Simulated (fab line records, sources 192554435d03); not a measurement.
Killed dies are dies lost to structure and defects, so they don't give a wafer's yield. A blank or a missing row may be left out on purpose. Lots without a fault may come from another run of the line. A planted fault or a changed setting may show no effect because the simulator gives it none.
Chamber matching | flow n5_finfet | N5_BEOL_M2_ILD_DEP_00 on pecvd-03: 3 sister chambers
The step deposits SiOC from DEMS/O2, target thk 79 nm, time 15.3 s. 18 wafers are shown with their chamber, then 9 later ones without.

WAFERS WITH THEIR CHAMBER
wafer  | chamber | showerhead_plenum_p_Torr (Torr) | throttle_valve_pct (%) | heater_power_w (W)
L075.1 | 1       | 5.694                           | 11.6                   | 455
L075.3 | 2       | 5.654                           | 11.4                   | 541
L075.6 | 2       | 5.665                           | 11.5                   | 550
L079.2 | 1       | 5.691                           | 12.1                   | 413
L079.4 | 2       | 5.665                           | 11.5                   | 553
L079.5 | 0       | 5.700                           | 11.4                   | 469
L081.3 | 0       | 5.695                           | 11.4                   | 412
L081.4 | 2       | 5.692                           | 11.6                   | 497
L081.5 | 1       | 5.687                           | 11.7                   | 424
L082.2 | 2       | 5.671                           | 11.5                   | 531
L082.3 | 1       | 5.673                           | 12.0                   | 437
L082.6 | 1       | 5.683                           | 11.6                   | 441
L085.2 | 0       | 5.703                           | 11.6                   | 445
L085.4 | 1       | 5.698                           | 11.6                   | 483
L085.5 | 1       | 5.682                           | 11.8                   | 501
L087.1 | 1       | 5.696                           | 12.0                   | 508
L087.2 | 0       | 5.709                           | 11.2                   | 507
L087.3 | 0       | 5.707                           | 11.3                   | 498

SIGNATURES (means of the wafers above)
reading                  | chamber 0 | chamber 1 | chamber 2 | scatter within a chamber
showerhead_plenum_p_Torr | 5.70280   | 5.68800   | 5.66940   | 0.0097
throttle_valve_pct       | 11.380    | 11.800    | 11.500    | 0.165
heater_power_w           | 466.20    | 457.75    | 534.40    | 33.7
Rule: a wafer's distance from a chamber is the root of the sum, over the readings, of the square of ((its reading less the chamber's mean) divided by the reading's scatter). The wafer belongs to the nearest chamber; if the next one is less than 2 further off, it can't be placed. The scatter: the root of (the sum of the squares of (reading less its chamber's mean) over the shown wafers, divided by (wafers less chambers)).

WAFERS WITHOUT THEIR CHAMBER
wafer  | showerhead_plenum_p_Torr (Torr) | throttle_valve_pct (%) | heater_power_w (W)
L089.1 | 5.682                           | 11.9                   | 464
L089.3 | 5.692                           | 11.3                   | 512
L089.6 | 5.708                           | 11.6                   | 508
L092.1 | 5.694                           | 11.9                   | 485
L092.2 | 5.706                           | 11.2                   | 487
L092.3 | 5.673                           | 10.6                   | 471
L097.2 | 5.678                           | 10.5                   | 492
L097.3 | 5.699                           | 11.7                   | 474
L097.6 | 5.689                           | 10.6                   | 482

WHICH CHAMBER EACH WENT THROUGH
wafer  | from the rows above          | in truth
L089.1 | 1                            | 1
L089.3 | can't be placed: 0 or 2 or 1 | 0
L089.6 | can't be placed: 0 or 1      | 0
L092.1 | 1                            | 1
L092.2 | 0                            | 0
L092.3 | can't be placed: 0 or 2 or 1 | 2
L097.2 | can't be placed: 0 or 2      | 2
L097.3 | can't be placed: 1 or 0      | 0
L097.6 | can't be placed: 0 or 2      | 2
Placed correctly: 3 of 9. Can't be placed from these rows: 6 (the true chamber is among the candidates in 6). Placed wrongly: 0.
